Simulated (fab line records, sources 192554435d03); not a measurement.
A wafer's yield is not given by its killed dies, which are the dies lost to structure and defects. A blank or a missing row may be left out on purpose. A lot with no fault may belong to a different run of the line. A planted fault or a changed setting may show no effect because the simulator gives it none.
One fault seen from 3 desks || flow n5-finfet || numbers are kept per desk, each desk with only its own; the story behind them comes last
Where a reading is given only as a bound, like >300, the bound stands for it, and a mean or a difference that rests on one is marked > or <: the true number lies beyond.

## THE DEFECT DESK
Lot by lot, what the route's inspections counted, given as the mean of those sampled wafers with a number. Marked OUT: a lot whose mean sits more than 4 standard deviations from the usual mean, which makes it out of limits; the brackets give that distance.
Columns: A = raw-defect-count at N5_HKMG_FIN_INSPECT_14, usual 2.2
{"lot": "L809", "first seen here": "day 6 05:36", "A": 2.3}
{"lot": "L810", "first seen here": "day 6 17:11", "A": ">190 (+99 or more) OUT"}
{"lot": "L815", "first seen here": "day 7 12:40", "A": ">101 (>+66) OUT"}
{"lot": "L824", "first seen here": "day 9 22:11", "A": 3.3}
This desk finds L810, L815 out of limits, L810 being first, at day 6 17:11 (raw-defect-count at N5_HKMG_FIN_INSPECT_14). L809, L824 stayed within limits.

## FOR THE TOOL OWNER'S DESK: thermal-cvd-si-01
The tool's own readings at N5_HKMG_FIN_CVD_62 (deposits a-Si from Si2H6, target thk 3 nm, time 20.8 s): means of the sampled wafers that have a number, for each lot that ran on this tool. Marked OUT: a lot whose mean sits more than 4 standard deviations from the usual mean, which makes it out of limits; the brackets give that distance.
Columns: A = heater-power-w at N5_HKMG_FIN_CVD_62, usual 1382 W; B = susceptor-temp-C at N5_HKMG_FIN_CVD_62, usual 500.02 C
{"lot": "L809", "first seen here": "day 6 03:59", "A": 1389, "B": 500.29}
{"lot": "L810", "first seen here": "day 6 15:36", "A": 1286, "B": 499.93}
{"lot": "L815", "first seen here": "day 7 11:11", "A": 1443, "B": 499.88}
Finding of this desk: none of the 3 lots has anything out of limits.

## METROLOGY DESK
What the gauges read for every lot (on any tool): the sampled wafers with a number, averaged. Marked OUT: a lot whose mean sits more than 4 standard deviations from the usual mean, which makes it out of limits; the brackets give that distance. Shown here are 7 of its 10 readings, the ones lying furthest out on some lot.
Columns: A = DIBL_P at N5_BEOL_M4_RC_MEAS_101, usual 36.6 mV/V; B = IOFF_N at N5_BEOL_M4_RC_MEAS_101, usual 0.160 nA/um; C = IOFF_P at N5_BEOL_M4_RC_MEAS_101, usual 0.217 nA/um; D = ION_N at N5_BEOL_M4_RC_MEAS_101, usual 674 uA/um; E = ION_P at N5_BEOL_M4_RC_MEAS_101, usual 464 uA/um; F = SS_P at N5_BEOL_M4_RC_MEAS_101, usual 73.4 mV/dec; G = VT_P at N5_BEOL_M4_RC_MEAS_101, usual -250 mV
{"lot": "L809", "first seen here": "day 10 11:22", "A": 37.0, "B": 0.161, "C": 0.249, "D": 674, "E": 473, "F": 73.5, "G": -242}
{"lot": "L810", "first seen here": "day 10 17:52", "A": 34.4, "B": 0.155, "C": 0.204, "D": 671, "E": 462, "F": 72.7, "G": -249}
{"lot": "L815", "first seen here": "day 11 20:16", "A": 36.8, "B": 0.156, "C": 0.226, "D": 673, "E": 464, "F": 72.9, "G": -248}
{"lot": "L824", "first seen here": "day 13 16:17", "A": 37.2, "B": 0.185, "C": 0.235, "D": 682, "E": 464, "F": 73.5, "G": -249}
Finding of this desk: none of the 4 lots has anything out of limits.

## PUT TOGETHER
The defect desk could have raised an alarm at day 6 17:11, on L810, L815.
The tool owner's desk saw nothing out of limits.
Metrology desk: nothing out of limits seen.
The tool owner's desk has L810, L815 on record, within its limits.
The metrology desk has L810, L815 on record, within its limits.
All the named lots went through N5_HKMG_FIN_CVD_62 on thermal-cvd-si-01.

## WHAT WAS PUT IN BY THE SIMULATOR
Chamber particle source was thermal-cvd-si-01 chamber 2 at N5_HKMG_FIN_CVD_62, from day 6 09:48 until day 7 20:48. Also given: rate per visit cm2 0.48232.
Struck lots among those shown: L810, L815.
Hours from the fault's start to each desk's first reading out of limits: the defect desk, 7.
